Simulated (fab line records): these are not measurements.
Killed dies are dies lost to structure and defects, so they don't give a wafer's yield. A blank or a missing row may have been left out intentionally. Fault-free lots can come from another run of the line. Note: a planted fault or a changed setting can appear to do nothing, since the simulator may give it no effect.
The tool behind it: which one? | flow nandHarc | Sampling: 12 lots, 34 wafers, 6 of 1302 route steps

WHAT THE GAUGES SHOWED, per wafer
NHARC_A_STAIRCASE_INSPECT_155. Usual: rawDefectCount reads 424 (standard deviation 100).
lot  | measured     | on               | rawDefectCount | flag
L698 | day 19 14:18 | defectInspect-01 | 601 350 375    | 
L701 | day 20 21:31 | defectInspect-02 | 532 413 360    | 
L700 | day 20 21:35 | defectInspect-01 | 511 599 429    | 
L703 | day 21 21:19 | defectInspect-02 | 234 297 439    | 
L705 | day 22 15:19 | defectInspect-01 | 494 471 554    | 
L707 | day 23 17:52 | defectInspect-01 | 508 481        | 
L709 | day 24 04:32 | defectInspect-01 | 330 266        | 
L713 | day 26 08:27 | defectInspect-02 | 365 351 408    | 
L714 | day 26 09:23 | defectInspect-01 | 727 554 452    | 
L718 | day 27 20:31 | defectInspect-01 | 466 391 428    | 
L717 | day 27 21:04 | defectInspect-01 | 457 400 347    | 
L720 | day 28 08:17 | defectInspect-02 | 377 298 355    | 

NHARC_A_SGD_CUT_THK_MEAS_22: measures by ellipsometry. Usual: thkNm reads 148.3 nm (standard deviation 1.3).
lot  | measured     | on           | thkNm (nm)        | flag
L698 | day 19 22:12 | filmMetro-02 | 147.5 148.5 147.8 | 
L701 | day 21 05:34 | filmMetro-02 | 147.5 148.6 146.7 | 
L700 | day 21 05:34 | filmMetro-01 | 147.7 148.0 147.3 | 
L703 | day 22 04:33 | filmMetro-01 | 148.0 147.7 148.4 | 
L705 | day 22 22:44 | filmMetro-02 | 149.0 147.3 104.8 | OFF
L707 | day 24 05:13 | filmMetro-02 | 107.2 148.3       | OFF
L709 | day 24 11:53 | filmMetro-01 | 145.6 103.4       | OFF
L713 | day 26 15:35 | filmMetro-02 | 147.3 148.0 148.3 | 
L714 | day 26 15:35 | filmMetro-01 | 149.0 148.7 149.9 | 
L718 | day 28 04:01 | filmMetro-01 | 151.2 148.7 149.5 | 
L717 | day 28 04:10 | filmMetro-01 | 146.7 148.8 149.3 | 
L720 | day 28 15:09 | filmMetro-02 | 147.1 148.5 146.6 | 

EACH LOT AND THE TOOL THAT RAN IT (in order: tool; ch and the chambers of the sampled wafers; start)
lot  | NHARC_A_SGD_CUT_ETCH_59                      | NHARC_A_SGD_CUT_STRIP_17                     | NHARC_A_SGD_CUT_DEP_20       | NHARC_A_SGD_CUT_CMP_21
L698 | rieDiel-03 ch 1,2, day 19 16:47 or earlier   | rieDiel-03 ch 0,1,3, day 19 16:47 or earlier | fcvd-02 ch 1, day 19 16:47   | cmp-04 ch 0,3, day 19 21:58
L701 | rieDiel-13 ch 0,1,2, day 20 23:45 or earlier | rieDiel-13 ch 0,1,2, day 20 23:45 or earlier | fcvd-02 ch 0,1, day 20 23:45 | cmp-01 ch 0,1,2, day 21 05:19
L700 | rieDiel-03 ch 0,3, day 20 23:48 or earlier   | rieDiel-03 ch 0,1,3, day 20 23:48 or earlier | fcvd-01 ch 1, day 20 23:48   | cmp-02 ch 0,1, day 21 05:20
L703 | rieDiel-10 ch 0,2,3, day 21 23:24 or earlier | rieDiel-10 ch 1,2,3, day 21 23:24 or earlier | fcvd-01 ch 0,1, day 21 23:24 | cmp-04 ch 1,3, day 22 04:19
L705 | rieDiel-03 ch 0,1,3, day 22 17:27 or earlier | rieDiel-03 ch 0,1,3, day 22 17:27 or earlier | fcvd-02 ch 0,1, day 22 17:27 | cmp-01 ch 1,2,3, day 22 22:31
L707 | rieDiel-03 ch 0,3, day 23 20:02 or earlier   | rieDiel-03 ch 0,3, day 23 20:02 or earlier   | fcvd-02 ch 0, day 23 20:02   | cmp-01 ch 3, day 24 04:59
L709 | rieDiel-13 ch 1,2, day 24 06:52 or earlier   | rieDiel-13 ch 0,3, day 24 06:52 or earlier   | fcvd-02 ch 1, day 24 06:52   | cmp-01 ch 1,2, day 24 11:41
L713 | rieDiel-03 ch 0,2,3, day 26 10:34 or earlier | rieDiel-03 ch 0,3, day 26 10:34 or earlier   | fcvd-02 ch 0,1, day 26 10:34 | cmp-04 ch 0,1, day 26 15:21
L714 | rieDiel-13 ch 0,1,3, day 26 11:24 or earlier | rieDiel-13 ch 1,2,3, day 26 11:24 or earlier | fcvd-01 ch 0,1, day 26 11:24 | cmp-01 ch 0,1,3, day 26 15:20
L718 | rieDiel-10 ch 0,1,3, day 27 22:36 or earlier | rieDiel-10 ch 1,2,3, day 27 22:36 or earlier | fcvd-02 ch 0, day 27 22:36   | cmp-01 ch 0,2,3, day 28 03:47
L717 | rieDiel-13 ch 1,2, day 27 23:26 or earlier   | rieDiel-13 ch 1,3, day 27 23:26 or earlier   | fcvd-02 ch 0, day 27 23:26   | cmp-04 ch 1,2, day 28 03:54
L720 | rieDiel-10 ch 0,2,3, day 28 10:17 or earlier | rieDiel-10 ch 0,2,3, day 28 10:17 or earlier | fcvd-02 ch 0,1, day 28 10:17 | cmp-02 ch 0,1,3, day 28 14:55
- NHARC_A_SGD_CUT_ETCH_59: etches the open film in N2/H2, target depth 260 nm, time 406.25 s.
- NHARC_A_SGD_CUT_STRIP_17: strips in O2.
- NHARC_A_SGD_CUT_DEP_20: deposits SiO2, target thk 150 nm.
- NHARC_A_SGD_CUT_CMP_21: polishes, target thk 148.19 nm.

AS READ BY THE TOOLS THEMSELVES (means over the sampled wafers that have a number; for cases with no such wafer, the mark the record gives instead)
NHARC_A_SGD_CUT_ETCH_59. Usual: biasW 149.9 W, standard deviation 0.53; drypumpMotorCurrentA 5.8 A, standard deviation 0.57; oesProductAu 1.000 a.u., standard deviation 0.0071; rfVppV 429.9 V, standard deviation 2.2; showerheadPlenumPTorr 2.01 Torr, standard deviation 0.078; throttleValvePct 14.171 %, standard deviation 0.0086.
lot  | tool       | biasW (W) | drypumpMotorCurrentA (A) | oesProductAu (a.u.) | rfVppV (V) | showerheadPlenumPTorr (Torr) | throttleValvePct (%) | flag
L698 | rieDiel-03 | 150.2     | 5.9                      | 0.995               | 430.7      | 2.04                         | 14.171               | 
L701 | rieDiel-13 | 150.0     | 5.6                      | 1.002               | 429.2      | 1.99                         | 14.172               | 
L700 | rieDiel-03 | 149.8     | 5.1                      | 0.996               | 429.8      | 2.02                         | 14.173               | 
L703 | rieDiel-10 | 149.8     | 6.3                      | 1.000               | 431.2      | 2.07                         | 14.166               | 
L705 | rieDiel-03 | 149.8     | 5.5                      | 0.998               | 430.9      | 2.03                         | 14.170               | 
L707 | rieDiel-03 | 150.1     | 5.2                      | 1.002               | 430.0      | 2.06                         | 14.169               | 
L709 | rieDiel-13 | 150.3     | 5.2                      | 1.010               | 429.1      | 2.00                         | 14.163               | 
L713 | rieDiel-03 | 150.0     | 5.5                      | 1.000               | 431.6      | 2.06                         | 14.174               | 
L714 | rieDiel-13 | 149.6     | 5.7                      | 0.993               | 427.7      | 1.94                         | 14.175               | 
L718 | rieDiel-10 | 149.8     | 6.5                      | 1.000               | 430.4      | 2.02                         | 14.159               | 
L717 | rieDiel-13 | 149.6     | 5.3                      | 0.999               | 430.8      | 2.02                         | 14.166               | 
L720 | rieDiel-10 | 149.9     | 6.3                      | 1.005               | 431.3      | 2.07                         | 14.168               | 

NHARC_A_SGD_CUT_STRIP_17. Usual: drypumpMotorCurrentA 5.8 A, standard deviation 0.57; oesProductAu 1.001 a.u., standard deviation 0.0074; rfVppV 57.8 V, standard deviation 0.88; showerheadPlenumPTorr 3.49 Torr, standard deviation 0.13; throttleValvePct 17.037 %, standard deviation 0.0086.
lot  | tool       | drypumpMotorCurrentA (A) | oesProductAu (a.u.) | rfVppV (V) | showerheadPlenumPTorr (Torr) | throttleValvePct (%) | flag
L698 | rieDiel-03 | 5.5                      | 0.997               | 57.9       | 3.51                         | 17.044               | 
L701 | rieDiel-13 | 5.6                      | 1.008               | 57.6       | 3.45                         | 17.044               | 
L700 | rieDiel-03 | 5.5                      | 0.997               | 58.7       | 3.51                         | 17.037               | 
L703 | rieDiel-10 | 6.4                      | 1.002               | 57.6       | 3.52                         | 17.036               | 
L705 | rieDiel-03 | 5.5                      | 1.000               | 58.0       | 3.51                         | 17.032               | 
L707 | rieDiel-03 | 5.3                      | 1.000               | 57.8       | 3.55                         | 17.040               | 
L709 | rieDiel-13 | 6.0                      | 0.998               | 57.1       | 3.38                         | 17.037               | 
L713 | rieDiel-03 | 5.2                      | 1.001               | 57.5       | 3.49                         | 17.032               | 
L714 | rieDiel-13 | 5.3                      | 0.996               | 57.6       | 3.42                         | 17.037               | 
L718 | rieDiel-10 | 6.4                      | 1.010               | 58.0       | 3.52                         | 17.045               | 
L717 | rieDiel-13 | 5.2                      | 0.990               | 57.1       | 3.35                         | 17.042               | 
L720 | rieDiel-10 | 6.3                      | 1.009               | 58.9       | 3.58                         | 17.035               | 

NHARC_A_SGD_CUT_CMP_21. Usual: motorCurrentA 12.2 A, standard deviation 1.1; timeToEndpointS 50.5 s, standard deviation 2.2.
lot  | tool   | motorCurrentA (A) | timeToEndpointS (s) | flag
L698 | cmp-04 | 12.6              | 49.3                | 
L701 | cmp-01 | 12.4              | 54.2                | 
L700 | cmp-02 | 10.7              | 50.1                | 
L703 | cmp-04 | 12.1              | 51.5                | 
L705 | cmp-01 | 11.8              | 43.2                | OFF
L707 | cmp-01 | 10.3              | 42.3                | OFF
L709 | cmp-01 | 13.2              | 41.8                | OFF
L713 | cmp-04 | 13.1              | 50.9                | 
L714 | cmp-01 | 11.5              | 47.3                | 
L718 | cmp-01 | 11.9              | 52.2                | 
L717 | cmp-04 | 12.4              | 51.1                | 
L720 | cmp-02 | 11.4              | 50.9                | 

THE ANSWER, worked out from the rows above alone
Rule: a lot counts as off when the mean over its wafers that have a number is more than 3 standard deviations away from the usual mean. Also off: a lot with no number at a reading for which 4 or more lots have one. Where the step has rows for the other lots, those lots are counted as sound. Order of review: gauges by route order, followed by the tools' own readings, for which a lot's mean as printed above is used. The first step at which some lot is off is used, and at that step the reading that is off furthest; a lot without a number counts as furthest.
Off, at NHARC_A_SGD_CUT_THK_MEAS_22 on thkNm: L705, L707, L709.
A tool fits if, at a process step before that reading, it ran every lot that is off, and no sound lot after the first of them. The gauges at NHARC_A_SGD_CUT_THK_MEAS_22 aren't tried: what is off there is off at NHARC_A_SGD_CUT_CMP_21 too, on other tools, and a gauge's error can't cause that. With no start given for some of its lots, NHARC_A_SGD_CUT_ETCH_59 uses the hours and lot order of NHARC_A_SGD_CUT_DEP_20. With no start given for some of its lots, NHARC_A_SGD_CUT_STRIP_17 uses the hours and lot order of NHARC_A_SGD_CUT_DEP_20. Not one of the candidates tried fits.

WHAT THE SIMULATOR HAD INSERTED
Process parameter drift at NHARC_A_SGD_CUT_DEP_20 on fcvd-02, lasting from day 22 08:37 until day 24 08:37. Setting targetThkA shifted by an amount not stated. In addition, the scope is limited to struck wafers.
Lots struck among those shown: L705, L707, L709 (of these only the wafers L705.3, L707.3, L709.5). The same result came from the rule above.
